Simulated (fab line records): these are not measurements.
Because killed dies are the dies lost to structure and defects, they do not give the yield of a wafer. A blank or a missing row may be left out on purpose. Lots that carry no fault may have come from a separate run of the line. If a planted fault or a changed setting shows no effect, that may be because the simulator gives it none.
Matching of chambers / flow n5 finfet / cmp-01 running N5_MOL_CONTACT_COAG_CMP_23: 4 sister chambers
The step polishes, stops on SiO2, t overpolish 1.5 s, target thk 0 nm. 4 wafers are shown with their chamber, then 8 later ones without.

== EACH WAFER AND ITS CHAMBER ==
wafer=L088.1; chamber=0; motor current A (A)=7.8
wafer=L089.5; chamber=2; motor current A (A)=8.8
wafer=L089.6; chamber=1; motor current A (A)=8.1
wafer=L090.1; chamber=3; motor current A (A)=7.7

== WAFERS WHOSE CHAMBER IS MISSING ==
wafer=L090.2; motor current A (A)=7.8
wafer=L090.3; motor current A (A)=8.9
wafer=L092.1; motor current A (A)=7.9
wafer=L092.4; motor current A (A)=8.2
wafer=L092.5; motor current A (A)=7.3
wafer=L094.2; motor current A (A)=7.5
wafer=L094.3; motor current A (A)=8.3
wafer=L094.6; motor current A (A)=7.4

== WHICH CHAMBER EACH ONE RAN IN ==
wafer=L090.2; from the rows above=can't be placed: 0 or 3 or 1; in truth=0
wafer=L090.3; from the rows above=2; in truth=2
wafer=L092.1; from the rows above=can't be placed: 0 or 1 or 3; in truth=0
wafer=L092.4; from the rows above=can't be placed: 1 or 0 or 3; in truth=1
wafer=L092.5; from the rows above=can't be placed: 3 or 0 or 1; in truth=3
wafer=L094.2; from the rows above=can't be placed: 3 or 0 or 1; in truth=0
wafer=L094.3; from the rows above=can't be placed: 1 or 2 or 0 or 3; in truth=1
wafer=L094.6; from the rows above=can't be placed: 3 or 0 or 1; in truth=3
1 of 8 placed correctly. Can't be placed from these rows: 7 (the true chamber is among the candidates in 7). 0 placed wrongly.
How it was worked out, from the rows above alone: a wafer's distance from a chamber is the root of the sum, over the readings, of the square of ((its reading less the chamber's mean) divided by the reading's scatter). If the next closest chamber is less than 2 further off than the closest, the wafer can't be placed; otherwise it belongs to the closest. For every chamber, the mean is computed from those of its wafers that are shown. The scatter: root of mean squared gap, hidden wafer to nearest shown wafer, with one shown wafer a chamber.
